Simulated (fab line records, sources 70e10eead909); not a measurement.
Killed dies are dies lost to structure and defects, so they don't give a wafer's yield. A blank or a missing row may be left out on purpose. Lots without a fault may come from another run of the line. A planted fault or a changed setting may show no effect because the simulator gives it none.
Which tool did it? | flow nand_harc | 12 lots, 36 wafers sampled, at 5 steps of a route of 1302

WHAT THE GAUGES READ, wafer by wafer
The record holds no reading of a measuring or inspecting step that can be judged against a usual standard deviation.

WHICH TOOL RAN EACH LOT (tool, then ch and the chambers of the sampled wafers, then the start)
lot  | NHARC_P_M2_ETCH_15                            | NHARC_P_M2_PVD_20                       | NHARC_P_M2_ECD_22              | NHARC_P_M2_ANNEAL_31             | NHARC_P_M2_CMP_23
L789 | rie_diel-05 ch 1,3, day 6 19:14 or earlier    | pvd_sputter-01, day 6 19:14 or earlier  | ecd_cu-02 ch 0,1, day 6 19:14  | rtp_anneal-02 ch 0, day 6 19:34  | cmp-04 ch 1,2, day 6 19:55
L790 | rie_diel-05 ch 0,1,3, day 6 22:01 or earlier  | pvd_sputter-02, day 6 22:01 or earlier  | ecd_cu-02 ch 0,1, day 6 22:01  | rtp_anneal-02 ch 0, day 6 22:20  | cmp-04 ch 0,1,3, day 6 22:40
L791 | rie_diel-13 ch 0,1,3, day 7 07:52 or earlier  | pvd_sputter-02, day 7 07:52 or earlier  | ecd_cu-01 ch 0,1, day 7 07:52  | rtp_anneal-02 ch 0, day 7 08:12  | cmp-04 ch 0,1, day 7 08:26
L792 | rie_diel-01 ch 0,1,3, day 8 00:37 or earlier  | pvd_sputter-03, day 8 00:37 or earlier  | ecd_cu-01 ch 0,1, day 8 00:37  | rtp_anneal-01 ch 0, day 8 00:59  | cmp-02 ch 0,2, day 8 01:19
L795 | rie_diel-01 ch 1,3, day 9 03:07 or earlier    | pvd_sputter-02, day 9 03:07 or earlier  | ecd_cu-02 ch 0,1, day 9 03:07  | rtp_anneal-01 ch 0, day 9 03:26  | cmp-04 ch 0,3, day 9 03:49
L798 | rie_diel-01 ch 0,1,3, day 10 16:11 or earlier | pvd_sputter-03, day 10 16:11 or earlier | ecd_cu-02 ch 0,1, day 10 16:11 | rtp_anneal-01 ch 0, day 10 16:38 | cmp-04 ch 1,2, day 10 16:55
L800 | rie_diel-13 ch 1,3, day 11 03:40 or earlier   | pvd_sputter-02, day 11 03:40 or earlier | ecd_cu-01 ch 0,1, day 11 03:40 | rtp_anneal-01 ch 0, day 11 04:03 | cmp-04 ch 2,3, day 11 04:20
L802 | rie_diel-05 ch 0,2,3, day 11 17:40 or earlier | pvd_sputter-02, day 11 17:40 or earlier | ecd_cu-01 ch 0,1, day 11 17:40 | rtp_anneal-01 ch 0, day 11 18:02 | cmp-04 ch 1,2,3, day 11 18:25
L803 | rie_diel-01 ch 0,2, day 12 12:38 or earlier   | pvd_sputter-03, day 12 12:38 or earlier | ecd_cu-01 ch 0,1, day 12 12:38 | rtp_anneal-01 ch 0, day 12 13:01 | cmp-04 ch 1,3, day 12 13:16
L810 | rie_diel-01 ch 0,2,3, day 15 03:26 or earlier | pvd_sputter-01, day 15 03:26 or earlier | ecd_cu-02 ch 0,1, day 15 03:26 | rtp_anneal-01 ch 0, day 15 03:49 | cmp-04 ch 1,2,3, day 15 04:09
L811 | rie_diel-01 ch 0,1,3, day 15 13:39 or earlier | pvd_sputter-01, day 15 13:39 or earlier | ecd_cu-02 ch 0,1, day 15 13:39 | rtp_anneal-02 ch 0, day 15 13:59 | cmp-04 ch 1,2,3, day 15 14:19
L812 | rie_diel-05 ch 0,1, day 16 08:43 or earlier   | pvd_sputter-02, day 16 08:43 or earlier | ecd_cu-02 ch 0,1, day 16 08:43 | rtp_anneal-02 ch 0, day 16 09:06 | cmp-03 ch 1,2, day 16 09:23
- NHARC_P_M2_ETCH_15: etches the open film in C4F8/Ar, target depth 182.5 nm, time 91.2 s.
- NHARC_P_M2_PVD_20: deposits TaN, target thk 5 nm, time 8.06 s.
- NHARC_P_M2_ECD_22: material Cu, target thk 400 nm.
- NHARC_P_M2_ANNEAL_31: time 90 s.
- NHARC_P_M2_CMP_23: polishes, t overpolish 20 s, target thk 144.3 nm.

WHAT THE TOOLS THEMSELVES READ (means of the sampled wafers that have a number; where no wafer has one, the mark that the record gives instead)
NHARC_P_M2_ETCH_15.
lot  | tool        | bias_w (W) | oes_product_au (a.u.) | rf_vpp_V (V)
L789 | rie_diel-05 | 300.5      | 0.925                 | 441.4
L790 | rie_diel-05 | 300.1      | 0.937                 | 442.3
L791 | rie_diel-13 | 299.9      | 0.923                 | 442.2
L792 | rie_diel-01 | 300.1      | 0.935                 | 439.2
L795 | rie_diel-01 | 301.0      | 0.935                 | 440.2
L798 | rie_diel-01 | 300.0      | 0.961                 | 440.0
L800 | rie_diel-13 | 299.5      | 0.967                 | 440.7
L802 | rie_diel-05 | 299.7      | 0.914                 | 441.6
L803 | rie_diel-01 | 300.8      | 0.914                 | 440.6
L810 | rie_diel-01 | 300.5      | 0.925                 | 440.5
L811 | rie_diel-01 | 299.5      | 0.934                 | 438.5
L812 | rie_diel-05 | 300.1      | 0.914                 | 442.4

NHARC_P_M2_PVD_20.
lot  | tool           | cathode_dc_power_W (W) | chamber_pressure_pa (Pa) | throttle_valve_pct (%)
L789 | pvd_sputter-01 | 15000                  | 0.12010                  | 29.5
L790 | pvd_sputter-02 | 15001                  | 0.12015                  | 29.7
L791 | pvd_sputter-02 | 15001                  | 0.11983                  | 29.5
L792 | pvd_sputter-03 | 15000                  | 0.11986                  | 30.1
L795 | pvd_sputter-02 | 14999                  | 0.12009                  | 30.2
L798 | pvd_sputter-03 | 14999                  | 0.12004                  | 30.4
L800 | pvd_sputter-02 | 15002                  | 0.11991                  | 30.0
L802 | pvd_sputter-02 | 15001                  | 0.12040                  | 30.3
L803 | pvd_sputter-03 | 15001                  | 0.12019                  | 30.5
L810 | pvd_sputter-01 | 14999                  | 0.12002                  | 29.9
L811 | pvd_sputter-01 | 14999                  | 0.12003                  | 29.4
L812 | pvd_sputter-02 | 15000                  | 0.11977                  | 30.1

NHARC_P_M2_ANNEAL_31.
lot  | tool          | wafer_temp_C_max
L789 | rtp_anneal-02 | 226.2
L790 | rtp_anneal-02 | 226.9
L791 | rtp_anneal-02 | 226.5
L792 | rtp_anneal-01 | 225.8
L795 | rtp_anneal-01 | 225.6
L798 | rtp_anneal-01 | 225.6
L800 | rtp_anneal-01 | 226.0
L802 | rtp_anneal-01 | 225.9
L803 | rtp_anneal-01 | 225.7
L810 | rtp_anneal-01 | 225.9
L811 | rtp_anneal-02 | 226.4
L812 | rtp_anneal-02 | 226.3

NHARC_P_M2_CMP_23.
lot  | tool   | motor_current_A (A) | time_to_endpoint_s (s)
L789 | cmp-04 | 13.3                | 26.5
L790 | cmp-04 | 13.4                | 26.9
L791 | cmp-04 | 12.8                | 27.9
L792 | cmp-02 | 13.9                | 30.4
L795 | cmp-04 | 13.6                | 26.4
L798 | cmp-04 | 13.3                | 28.8
L800 | cmp-04 | 13.3                | 29.7
L802 | cmp-04 | 13.7                | 44.4
L803 | cmp-04 | 13.5                | 43.2
L810 | cmp-04 | 13.6                | 28.5
L811 | cmp-04 | 13.8                | 29.4
L812 | cmp-03 | 11.5                | 26.7

THE ANSWER, worked out from the rows above alone
Rule: what is usual is taken from the lots themselves. Put in order of their means at a reading, lots are off if they are a third of the lots or fewer, leave a main group of 4 or more, and stand apart from it by a gap of 3 or more times the standard deviation of the main group's means; of several such gaps the widest counts. A main group whose means are all the same, to the digits that the tables above print for the reading, isn't used. A lot without any number at a reading at which 4 lots or more have one is off too. The other lots that the step has rows for count as sound. The gauges are gone through in route order, then the tools' own readings, and for those a lot's mean is taken as printed above. The first step at which some lot is off is used, and at that step the reading that is off furthest; a lot without a number counts as furthest.
Off: L802, L803, at NHARC_P_M2_CMP_23 (time_to_endpoint_s). The main group: mean 28.1 s, standard deviation 1.4.
A tool fits if, at that step or a process step before it, it ran every lot that is off, and no sound lot after the first of them. NHARC_P_M2_ETCH_15 gives no start for some lots, so the hours and the order of its lots are those of NHARC_P_M2_ECD_22. NHARC_P_M2_PVD_20 gives no start for some lots, so the hours and the order of its lots are those of NHARC_P_M2_ECD_22. One fits: ecd_cu-01 at NHARC_P_M2_ECD_22. Its last sound lot is L800 (day 11 03:40), its first lot that is off L802 (day 11 17:40): a fault that began between those two fits.

WHAT THE SIMULATOR HAD PUT IN
Process parameter drift: ecd_cu-01, from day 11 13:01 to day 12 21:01, at NHARC_P_M2_ECD_22. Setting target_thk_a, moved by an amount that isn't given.
Lots struck among those shown: L802, L803. The rule above found the same.
